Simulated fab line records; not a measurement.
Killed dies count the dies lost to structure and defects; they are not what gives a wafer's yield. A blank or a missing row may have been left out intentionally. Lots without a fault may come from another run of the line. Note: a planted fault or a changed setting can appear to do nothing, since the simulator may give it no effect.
Split-lot study + flow n5Finfet + route with 1938 steps; 7 lots, 39 wafers read

THE SPLIT ITSELF
At N5_WELL_APT_IMPLANT_15, the setting energyKev was moved away from the recipe's 25 on 18 of the 39 wafers read, by -12.4% to +15.7%. This setting was run at the recipe's value on the other wafers.

The reading is taken at the split's own step.

THE READING
The simulator's own value implant.drpNm, read by no gauge, in nm at N5_WELL_APT_IMPLANT_15. No usual value for it is given in the file.

| wafer  | tool, chamber at the split | energyKev as run | against the recipe | implant.drpNm, nm | against lot-mates on the recipe |
|--------|----------------------------|------------------|--------------------|-------------------|---------------------------------|
| L076.1 | implanter-02, 0            | 22.46            | -10.2%             | 7.842             | -0.615                          |
| L076.4 | implanter-02, 0            | 22.46            | -10.2%             | 7.842             | -0.615                          |
| L076.5 | implanter-02, 0            | 22.46            | -10.2%             | 7.842             | -0.615                          |
| L076.2 | implanter-02, 0            | 25               | recipe             | 8.457             | -                               |
| L076.3 | implanter-02, 0            | 25               | recipe             | 8.457             | -                               |
| L076.6 | implanter-02, 0            | 25               | recipe             | 8.457             | -                               |
| L077.1 | implanter-02, 0            | 25               | recipe             | 8.457             | -                               |
| L077.5 | implanter-02, 0            | 25               | recipe             | 8.457             | -                               |
| L077.6 | implanter-02, 0            | 25               | recipe             | 8.457             | -                               |
| L077.2 | implanter-02, 0            | 28.43            | +13.7%             | 9.272             | +0.815                          |
| L077.3 | implanter-02, 0            | 28.43            | +13.7%             | 9.272             | +0.815                          |
| L077.4 | implanter-02, 0            | 28.43            | +13.7%             | 9.272             | +0.815                          |
| L079.1 | implanter-01, 0            | 28.8             | +15.2%             | 9.359             | +0.902                          |
| L079.2 | implanter-01, 0            | 28.8             | +15.2%             | 9.359             | +0.902                          |
| L079.3 | implanter-01, 0            | 28.8             | +15.2%             | 9.359             | +0.902                          |
| L079.4 | implanter-01, 0            | 25               | recipe             | 8.457             | -                               |
| L079.5 | implanter-01, 0            | 25               | recipe             | 8.457             | -                               |
| L079.6 | implanter-01, 0            | 25               | recipe             | 8.457             | -                               |
| L080.1 | implanter-01, 0            | 26.67            | +6.7%              | 8.856             | +0.399                          |
| L080.3 | implanter-01, 0            | 26.67            | +6.7%              | 8.856             | +0.399                          |
| L080.4 | implanter-01, 0            | 26.67            | +6.7%              | 8.856             | +0.399                          |
| L080.2 | implanter-01, 0            | 25               | recipe             | 8.457             | -                               |
| L080.5 | implanter-01, 0            | 25               | recipe             | 8.457             | -                               |
| L080.6 | implanter-01, 0            | 25               | recipe             | 8.457             | -                               |
| L082.2 | implanter-01, 0            | 25               | recipe             | 8.457             | -                               |
| L082.4 | implanter-01, 0            | 25               | recipe             | 8.457             | -                               |
| L082.5 | implanter-01, 0            | 25               | recipe             | 8.457             | -                               |
| L084.1 | implanter-01, 0            | 25               | recipe             | 8.457             | -                               |
| L084.3 | implanter-01, 0            | 25               | recipe             | 8.457             | -                               |
| L084.4 | implanter-01, 0            | 25               | recipe             | 8.457             | -                               |
| L084.2 | implanter-01, 0            | 21.89            | -12.4%             | 7.703             | -0.754                          |
| L084.5 | implanter-01, 0            | 21.89            | -12.4%             | 7.703             | -0.754                          |
| L084.6 | implanter-01, 0            | 21.89            | -12.4%             | 7.703             | -0.754                          |
| L088.1 | implanter-02, 0            | 25               | recipe             | 8.457             | -                               |
| L088.4 | implanter-02, 0            | 25               | recipe             | 8.457             | -                               |
| L088.6 | implanter-02, 0            | 25               | recipe             | 8.457             | -                               |
| L088.2 | implanter-02, 0            | 28.93            | +15.7%             | 9.39              | +0.933                          |
| L088.3 | implanter-02, 0            | 28.93            | +15.7%             | 9.39              | +0.933                          |
| L088.5 | implanter-02, 0            | 28.93            | +15.7%             | 9.39              | +0.933                          |

THE FIT
A straight line over all 39 wafers: implant.drpNm changes by +0.0598 nm for each +1% of energyKev; r = +1.00; the points scatter about the line by 0.0038 nm.
The same after taking each lot's own level away (the mean of its wafers on the recipe; 39 wafers): +0.0598 nm for each +1%; r = +1.00; scatter 0.0038 nm.
Per that fit: largest energyKev move, reading shift of 0.94 nm.
The lots' own levels span 8.4570 to 8.4570 nm.
So the lot-to-lot level changes the slope little: the two slopes agree.
Check: for one of the wafers moved furthest among these (+15.7%), held out of the fit, the line's prediction against its lot-mates is +0.937 nm. It came out at +0.933 nm against them.

THE WHOLE CHAIN: every reading that the file lists as answering this split, in the file's order
| step                   | what it does | reading                                                        | change (the file's fit)                | r (the file's) |
|------------------------|--------------|----------------------------------------------------------------|----------------------------------------|----------------|
| N5_WELL_APT_IMPLANT_15 |              | implant.rpNm (the simulator's own value, which no gauge read)  | +0.135 nm for each +1% of the setting  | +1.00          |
| N5_WELL_APT_IMPLANT_15 |              | implant.drpNm (the simulator's own value, which no gauge read) | +0.0597 nm for each +1% of the setting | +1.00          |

FILE'S OWN FIT
implant.drpNm changes by +0.0597 nm for each +1% of energyKev, r = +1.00.
